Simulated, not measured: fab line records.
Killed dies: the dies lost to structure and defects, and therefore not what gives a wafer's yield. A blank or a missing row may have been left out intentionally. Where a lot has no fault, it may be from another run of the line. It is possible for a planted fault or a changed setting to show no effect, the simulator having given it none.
Matching of chambers :: flow n5Finfet :: N5_BEOL_M14_ILD_DEP_00 on pecvd-01 has 3 sister chambers
The step deposits SiO2 from TEOS/O2, target thk 1119.3 nm, time 237.4 s. 3 wafers are shown with their chamber, then 11 later ones without.

== WAFERS PAIRED WITH THEIR CHAMBERS ==
wafer: L083.6
chamber: 1
throttleValvePct (%): 18.0

wafer: L081.5
chamber: 0
throttleValvePct (%): 22.8

wafer: L082.1
chamber: 2
throttleValvePct (%): 18.7

== WAFERS WITH NO CHAMBER GIVEN ==
wafer: L082.3
throttleValvePct (%): 22.6

wafer: L082.4
throttleValvePct (%): 18.6

wafer: L088.1
throttleValvePct (%): 18.0

wafer: L088.5
throttleValvePct (%): 22.6

wafer: L088.6
throttleValvePct (%): 18.4

wafer: L085.2
throttleValvePct (%): 22.6

wafer: L085.3
throttleValvePct (%): 18.2

wafer: L085.4
throttleValvePct (%): 17.9

wafer: L094.1
throttleValvePct (%): 18.4

wafer: L094.5
throttleValvePct (%): 22.6

wafer: L094.6
throttleValvePct (%): 18.2

== CHAMBER TAKEN BY EACH ==
wafer: L082.3
from the rows above: 0
in truth: 0

wafer: L082.4
from the rows above: 2
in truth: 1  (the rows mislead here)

wafer: L088.1
from the rows above: 1
in truth: 1

wafer: L088.5
from the rows above: 0
in truth: 0

wafer: L088.6
from the rows above: can't be placed: 2 or 1
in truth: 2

wafer: L085.2
from the rows above: 0
in truth: 0

wafer: L085.3
from the rows above: can't be placed: 1 or 2
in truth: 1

wafer: L085.4
from the rows above: 1
in truth: 1

wafer: L094.1
from the rows above: can't be placed: 2 or 1
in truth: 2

wafer: L094.5
from the rows above: 0
in truth: 0

wafer: L094.6
from the rows above: can't be placed: 1 or 2
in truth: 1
Correct placement for 6 of the 11. Not placeable from these rows: 4 (in 4, the candidates include the true chamber). Number placed wrongly: 1.
How it was worked out, from the rows above alone: a wafer's distance from a chamber is the root of the sum, over the readings, of the square of ((its reading less the chamber's mean) divided by the reading's scatter). The wafer belongs to the nearest chamber; if the next one is less than 2 further off, it can't be placed. For every chamber, the mean is computed from those of its wafers that are shown. The scatter: with one shown wafer a chamber, the root of the mean of the squares of how far each hidden wafer lies from its nearest shown one.
